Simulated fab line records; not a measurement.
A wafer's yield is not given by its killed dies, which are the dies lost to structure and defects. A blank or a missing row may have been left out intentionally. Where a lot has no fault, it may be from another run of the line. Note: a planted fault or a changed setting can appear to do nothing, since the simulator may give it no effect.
Struck lot and sound lot, side by side ; flow n5Finfet ; 15 out of 1938 route steps
Sound: these wafers, L915.1, L915.2, L915.5. Wafers struck: L928.1, L928.2, L928.4. The cause comes at the end.
At each step with rows: each side's tool, then ch and its chambers, then its first start. Under that, the readings that differ: sound wafers ; struck wafers ; difference of the means ; sigmas: that difference in standard deviations of wafers without a fault.
alike: same words and numbers on both sides, and readings whose means sit less than 2 such deviations apart. not compared: any withheld reading, any reading some wafer has no value for, any bound like >300 that may hide the same value, and any number with overlapping values for which the record gives no deviation.
The two part at a step that has a row with sigmas, a row that says differs or no value, or rows on one side only. Non-overlapping numbers with no deviation appear without sigmas and do not part them. A reading that every wafer of one side lacks parts them only if that side has two wafers or more.

N5_BEOL_M8_OCD_MEAS_38:
  sound: ocd-02 at day 11 10:41; struck: ocd-02 at day 15 09:14
  alike: trenchDepthNm
then, 4 steps without rows for these wafers: N5_BEOL_M8_HM_STRIP_39 (strips TiN in peroxide tin strip, target depth 25 nm, time 158 s); N5_BEOL_M8_SRD_40 (time 30 s); N5_BEOL_M8_PRECLEAN_42 (cleans in residue remover, time 60 s); N5_BEOL_M8_SRD_43 (time 30 s).
N5_BEOL_M8_CD_MEAS_35 targets a cd of 40 nm.
  sound: cdSem-01 at day 11 10:50; struck: cdSem-01 at day 15 09:23
  alike: cdNm
N5_BEOL_M8_CURE_75: cures SiCOH lowk, time 120 s.
  sound on uvCure-02 ch 0, day 11 10:53; struck on uvCure-03 ch 0, day 15 09:25
reading;sound;struck;difference;sigmas
wafer_temp_C_max;372.7 372.2 372.0;371.0 370.9 371.1;-1.3;-2
  alike: lampPowerPct
N5_BEOL_M8_DEGAS_44: time 60 s.
  sound: pvdSputter-01 at day 11 11:49; struck: pvdSputter-01 at day 15 09:49
  alike: heaterPowerW
N5_BEOL_M8_PRE_CLEAN_45: time 30 s.
  sound: pvdSputter-01 at day 11 11:51; struck: pvdSputter-01 at day 15 09:52
  alike: heaterPowerW
N5_BEOL_M8_ALD_77: deposits TaN, target thk 2 nm, pulse time 2 s, purge time 3 s.
  sound on aldMetal-02 ch 1,2,3, day 11 11:58; struck on aldMetal-02 ch 0,1,2, day 15 09:56
  alike: heaterPowerW, precursorVesselTempC
  not compared: sinceWetCleanH
N5_BEOL_M8_SURFACE_TREAT_79:
  sound: pvdSputter-01 at day 11 12:22; struck: pvdSputter-01 at day 15 10:18
  alike: arFlowSccm
  not compared: throttleValvePct
then, 1 step without rows for these wafers: N5_BEOL_M8_CVD_78 (deposits Co from CCTBA/H2, target thk 2 nm, time 142.3 s).
N5_BEOL_M8_SPUTTER_48: material Cu, target thk 10 nm, time 1.667 s.
  sound: pvdSputter-03 at day 11 12:43; struck: pvdSputter-03 at day 15 10:42
reading;sound;struck;difference;sigmas
cathodeDcPowerW (W);25996 26005 25995;24517 24500 24498;-1494;-99 or more
  alike: chuckGasFlowSccm, throttleValvePct
then, 1 step without rows for these wafers: N5_BEOL_M8_ECD_50 (material Cu, target thk 300 nm).
N5_PASSIVATION_PROBE_49:
  the record has rows for the sound wafers here (prober-02, day 14 12:25) and none for the struck ones

== WHERE THEY PART ==
First at N5_BEOL_M8_CURE_75; last, within this record, at N5_PASSIVATION_PROBE_49.

WHY: what had been put in by the simulator
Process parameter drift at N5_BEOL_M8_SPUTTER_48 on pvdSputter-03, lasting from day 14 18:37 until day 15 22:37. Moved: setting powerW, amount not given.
